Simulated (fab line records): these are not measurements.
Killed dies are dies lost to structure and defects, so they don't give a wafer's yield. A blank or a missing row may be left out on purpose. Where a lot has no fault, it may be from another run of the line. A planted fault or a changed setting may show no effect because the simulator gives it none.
2 desks looking at one fault | flow n5 finfet | numbers are kept per desk, each desk with only its own; the story behind them comes last

== AT THE METROLOGY DESK ==
What the gauges read, lot by lot, whatever tool the lot ran on: means of the sampled wafers that have a number. The brackets show how far a lot's mean lies from the usual mean; more than 4 standard deviations puts the lot out of limits, marked OUT. 7 of its 10 readings are shown, namely those furthest out on some lot.
Columns: A = DIBL_N at N5_BEOL_M4_RC_MEAS_101, usual 36.1 mV/V; B = DIBL_P at N5_BEOL_M4_RC_MEAS_101, usual 35.7 mV/V; C = IOFF_N at N5_BEOL_M4_RC_MEAS_101, usual 0.159 nA/um; D = ION_N at N5_BEOL_M4_RC_MEAS_101, usual 673 uA/um; E = ION_P at N5_BEOL_M4_RC_MEAS_101, usual 462 uA/um; F = SS_P at N5_BEOL_M4_RC_MEAS_101, usual 73.2 mV/dec; G = VT_N at N5_BEOL_M4_RC_MEAS_101, usual 249.7 mV
lot  | first seen here | A    | B    | C     | D   | E   | F    | G
L738 | day 8 23:52     | 36.6 | 35.6 | 0.166 | 675 | 466 | 73.4 | 248.0
L742 | day 10 05:20    | 35.1 | 35.0 | 0.159 | 676 | 457 | 72.9 | 252.2
L743 | day 10 11:17    | 37.0 | 36.2 | 0.159 | 674 | 461 | 73.3 | 248.9
L745 | day 10 21:25    | 37.7 | 35.9 | 0.168 | 668 | 458 | 73.5 | 251.1
L747 | day 11 12:26    | 34.5 | 34.5 | 0.134 | 656 | 455 | 73.4 | 253.6
L750 | day 12 12:33    | 36.2 | 37.0 | 0.189 | 686 | 465 | 72.9 | 246.0
L751 | day 12 17:29    | 37.8 | 37.5 | 0.175 | 680 | 464 | 73.6 | 248.1
L753 | day 13 17:08    | 35.7 | 36.4 | 0.144 | 677 | 462 | 73.6 | 251.4
L754 | day 13 21:15    | 36.2 | 35.9 | 0.173 | 676 | 460 | 72.5 | 249.5
Result from this desk: across the 9 lots, nothing is out of limits.

== AT THE TOOL OWNER'S DESK: pecvd-01 ==
The tool's own readings at N5_FIN_SAQP_PECVD_48 (deposits SiNx from SiH4/NH3/N2, target thk 25 nm, time 22.1 s): means of the sampled wafers that have a number, for each lot that ran on this tool. The brackets show how far a lot's mean lies from the usual mean; more than 4 standard deviations puts the lot out of limits, marked OUT.
Columns: A = heater power w at N5_FIN_SAQP_PECVD_48, usual 765 W; B = showerhead plenum p Torr at N5_FIN_SAQP_PECVD_48, usual 5.13 Torr; C = throttle valve pct at N5_FIN_SAQP_PECVD_48, usual 38.9 %
lot  | first seen here | A   | B    | C
L738 | day 3 02:55     | 687 | 5.20 | 39.3
L742 | day 4 03:16     | 686 | 5.10 | 37.8
L743 | day 4 09:43     | 752 | 5.14 | 38.0
L745 | day 4 21:22     | 691 | 5.20 | 40.8
Result from this desk: across the 4 lots, nothing is out of limits.

== PUT TOGETHER ==
From the metrology desk's view, nothing was out of limits.
Nothing out of limits was seen by the tool owner's desk.

== WHAT WAS PUT IN BY THE SIMULATOR ==
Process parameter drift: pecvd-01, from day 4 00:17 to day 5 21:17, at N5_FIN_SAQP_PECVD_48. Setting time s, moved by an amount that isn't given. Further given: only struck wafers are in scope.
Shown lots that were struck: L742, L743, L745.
